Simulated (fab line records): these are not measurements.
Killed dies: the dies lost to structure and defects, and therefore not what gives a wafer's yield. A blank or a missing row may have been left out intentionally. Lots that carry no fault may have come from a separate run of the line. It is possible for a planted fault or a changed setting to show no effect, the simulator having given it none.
Which tool is to blame?	flow nandHarc	Sampling: 11 lots, 33 wafers, 5 of 1302 route steps

## WHAT THE GAUGES READ, wafer by wafer
NHARC_P_STI_INSPECT_25.
lot	measured	on	rawDefectCount
L781	day 4 02:02	defectInspect-01	234 184 292
L782	day 4 09:54	defectInspect-01	196 201 175
L783	day 4 21:02	defectInspect-01	222 185 217
L787	day 6 09:02	defectInspect-02	155 412 223
L792	day 8 10:38	defectInspect-01	1208 982 1129
L793	day 9 00:15	defectInspect-02	1110 1077 1161
L799	day 11 10:36	defectInspect-02	86 124 146
L800	day 11 22:47	defectInspect-02	267 370 330
L801	day 12 05:11	defectInspect-02	361 449 306
L803	day 13 04:26	defectInspect-01	281 253 423
L804	day 13 12:00	defectInspect-02	349 100 240

## WHICH TOOL RAN EACH LOT (tool, then ch and the chambers of the sampled wafers, then the start)
lot	NHARC_P_ZERO_WELL_RTA_42	NHARC_P_STI_DESCUM_14	NHARC_P_STI_ETCH_31	NHARC_P_STI_STRIP_24
L781	rtpAnneal-01 ch 0, day 2 03:22	rieDiel-08 ch 0,1,2, day 2 20:44	rieDiel-08 ch 0,1,2, day 3 17:37 or earlier	wetBench-06 ch 2,3,4, day 3 17:37
L782	rtpAnneal-01 ch 0, day 2 13:13	rieDiel-06 ch 2,3, day 3 08:19	rieDiel-06 ch 2,3, day 3 08:34	wetBench-09 ch 0,4,5, day 4 02:26
L783	rtpAnneal-01 ch 0, day 2 23:01	rieDiel-13 ch 2,3, day 3 18:28	rieDiel-13 ch 1,2, day 4 12:53 or earlier	wetBench-06 ch 1,4,6, day 4 12:53
L787	rtpAnneal-02 ch 0, day 4 14:46	rieDiel-13 ch 0,1,3, day 5 06:19	rieDiel-13 ch 0,1,2, day 6 01:26 or earlier	wetBench-09 ch 0,1,3, day 6 01:26
L792	rtpAnneal-02 ch 0, day 6 16:55	rieDiel-06 ch 2,3, day 7 08:41	rieDiel-06 ch 1,2, day 8 02:29 or earlier	wetBench-06 ch 1,6,7, day 8 02:29
L793	rtpAnneal-01 ch 0, day 7 02:47	rieDiel-06 ch 0,1,2, day 7 20:35	rieDiel-06 ch 0,1,2, day 8 16:10 or earlier	wetBench-06 ch 2,3,7, day 8 16:10
L799	rtpAnneal-01 ch 0, day 9 15:13	rieDiel-08 ch 1,2, day 10 07:29	rieDiel-08 ch 0,1,2, day 11 03:08 or earlier	wetBench-06 ch 2,5,6, day 11 03:08
L800	rtpAnneal-01 ch 0, day 10 04:44	rieDiel-06 ch 1,2, day 10 20:38	rieDiel-06 ch 1,2,3, day 11 14:40 or earlier	wetBench-06 ch 1,6,7, day 11 14:40
L801	rtpAnneal-02 ch 0, day 10 11:08	rieDiel-06 ch 1,2,3, day 11 02:38	rieDiel-06 ch 1,2,3, day 11 21:05 or earlier	wetBench-09 ch 3,4,5, day 11 21:05
L803	rtpAnneal-02 ch 0, day 11 07:12	rieDiel-06 ch 0,1,3, day 11 23:18	rieDiel-06 ch 1,3, day 12 19:25 or earlier	wetBench-04 ch 0,6,7, day 12 19:25
L804	rtpAnneal-01 ch 0, day 11 16:55	rieDiel-08 ch 0,3, day 12 08:38	rieDiel-08 ch 0,1,3, day 13 03:22 or earlier	wetBench-04 ch 0,4,5, day 13 03:22
- NHARC_P_ZERO_WELL_RTA_42: time 300 s.
- NHARC_P_STI_DESCUM_14: chemistry O2, time 3 s.
- NHARC_P_STI_ETCH_31: etches the open film in CF4/CHF3, target depth 108.9 nm, time 54.5 s.
- NHARC_P_STI_STRIP_24: strips Si3N4 in H3PO4.

## THE ANSWER, worked out from the rows above alone
Rule: usual is defined by the lots themselves. Put in order of their means at a reading, lots are off if they are a third of the lots or fewer, leave a main group of 4 or more, and stand apart from it by a gap of 3 or more times the standard deviation of the main group's means; of several such gaps the widest counts. Not used: any main group whose means are identical at the precision the tables above print for the reading. Also off: a lot with no number at a reading for which 4 or more lots have one. The other lots that the step has rows for count as sound.
Off at NHARC_P_STI_INSPECT_25 (rawDefectCount): L792, L793. The main group has a mean of 251 with a standard deviation of 73.
If a tool, at a process step before that reading, ran all the lots that are off and no sound lot after the first of them, it fits. The gauges at NHARC_P_STI_INSPECT_25 are tried like those tools. With no start given for some of its lots, NHARC_P_STI_ETCH_31 uses the hours and lot order of NHARC_P_STI_STRIP_24. No candidate that was tried fits.

## WHAT THE SIMULATOR PUT IN
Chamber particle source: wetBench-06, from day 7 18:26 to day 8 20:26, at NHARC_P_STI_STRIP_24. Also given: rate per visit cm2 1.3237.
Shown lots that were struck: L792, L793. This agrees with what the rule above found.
